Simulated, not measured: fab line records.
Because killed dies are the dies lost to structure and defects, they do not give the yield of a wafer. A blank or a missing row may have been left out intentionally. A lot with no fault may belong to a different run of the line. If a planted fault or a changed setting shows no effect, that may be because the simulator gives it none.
What tool caused it? || flow n5_finfet || 12 lots, 36 wafers sampled, at 2 steps of a route of 1938

## WHAT EACH GAUGE READ, for each wafer
N5_BEOL_M7_THK_MEAS_01.
{"lot": "L075", "measured": "day 9 20:16", "on": "film_metro-01", "M7_ILD_THK (nm)": "153.7 156.8 153.4"}
{"lot": "L079", "measured": "day 10 15:02", "on": "film_metro-02", "M7_ILD_THK (nm)": "157.7 160.0 158.9"}
{"lot": "L078", "measured": "day 11 03:01", "on": "film_metro-01", "M7_ILD_THK (nm)": "154.8 159.3 157.4"}
{"lot": "L082", "measured": "day 11 23:28", "on": "film_metro-02", "M7_ILD_THK (nm)": "152.3 152.3 156.0"}
{"lot": "L084", "measured": "day 12 04:16", "on": "film_metro-01", "M7_ILD_THK (nm)": "156.3 154.9 157.5"}
{"lot": "L085", "measured": "day 13 08:06", "on": "film_metro-01", "M7_ILD_THK (nm)": "155.1 155.5 156.1"}
{"lot": "L088", "measured": "day 13 09:32", "on": "film_metro-01", "M7_ILD_THK (nm)": "153.6 154.5 156.2"}
{"lot": "L090", "measured": "day 13 15:51", "on": "film_metro-02", "M7_ILD_THK (nm)": "155.2 155.3 155.4"}
{"lot": "L091", "measured": "day 14 13:25", "on": "film_metro-01", "M7_ILD_THK (nm)": "156.6 159.0 159.3"}
{"lot": "L093", "measured": "day 14 13:58", "on": "film_metro-01", "M7_ILD_THK (nm)": "156.3 160.0 155.0"}
{"lot": "L095", "measured": "day 15 00:08", "on": "film_metro-02", "M7_ILD_THK (nm)": "152.9 157.4 156.7"}
{"lot": "L097", "measured": "day 16 02:44", "on": "film_metro-01", "M7_ILD_THK (nm)": "157.2 159.7 157.8"}

## WHAT TOOL EACH LOT RAN ON (gives the tool, then ch and the chambers of the sampled wafers, and finally the start)
{"lot": "L075", "N5_BEOL_M6_SURFACE_TREAT_79": "pvd_sputter-01, day 9 17:49"}
{"lot": "L079", "N5_BEOL_M6_SURFACE_TREAT_79": "pvd_sputter-03, day 10 13:10"}
{"lot": "L078", "N5_BEOL_M6_SURFACE_TREAT_79": "pvd_sputter-01, day 11 00:25"}
{"lot": "L082", "N5_BEOL_M6_SURFACE_TREAT_79": "pvd_sputter-01, day 11 21:10"}
{"lot": "L084", "N5_BEOL_M6_SURFACE_TREAT_79": "pvd_sputter-01, day 12 02:28"}
{"lot": "L085", "N5_BEOL_M6_SURFACE_TREAT_79": "pvd_sputter-03, day 13 05:48"}
{"lot": "L088", "N5_BEOL_M6_SURFACE_TREAT_79": "pvd_sputter-01, day 13 06:37"}
{"lot": "L090", "N5_BEOL_M6_SURFACE_TREAT_79": "pvd_sputter-02, day 13 13:34"}
{"lot": "L091", "N5_BEOL_M6_SURFACE_TREAT_79": "pvd_sputter-01, day 14 09:34"}
{"lot": "L093", "N5_BEOL_M6_SURFACE_TREAT_79": "pvd_sputter-01, day 14 10:30"}
{"lot": "L095", "N5_BEOL_M6_SURFACE_TREAT_79": "pvd_sputter-02, day 14 21:25"}
{"lot": "L097", "N5_BEOL_M6_SURFACE_TREAT_79": "pvd_sputter-02, day 15 23:44"}
- N5_BEOL_M6_SURFACE_TREAT_79

## THE ANSWER, worked out from the rows above alone
Rule: what is usual is taken from the lots themselves. Put in order of their means at a reading, lots are off if they are a third of the lots or fewer, leave a main group of 4 or more, and stand apart from it by a gap of 3 or more times the standard deviation of the main group's means; of several such gaps the widest counts. Not used: any main group whose means are identical at the precision the tables above print for the reading. Also off: a lot with no number at a reading for which 4 or more lots have one. The other lots that the step has rows for count as sound.
Nothing can be told from this: no lot is off at any reading shown.

## WHAT THE SIMULATOR HAD INSERTED
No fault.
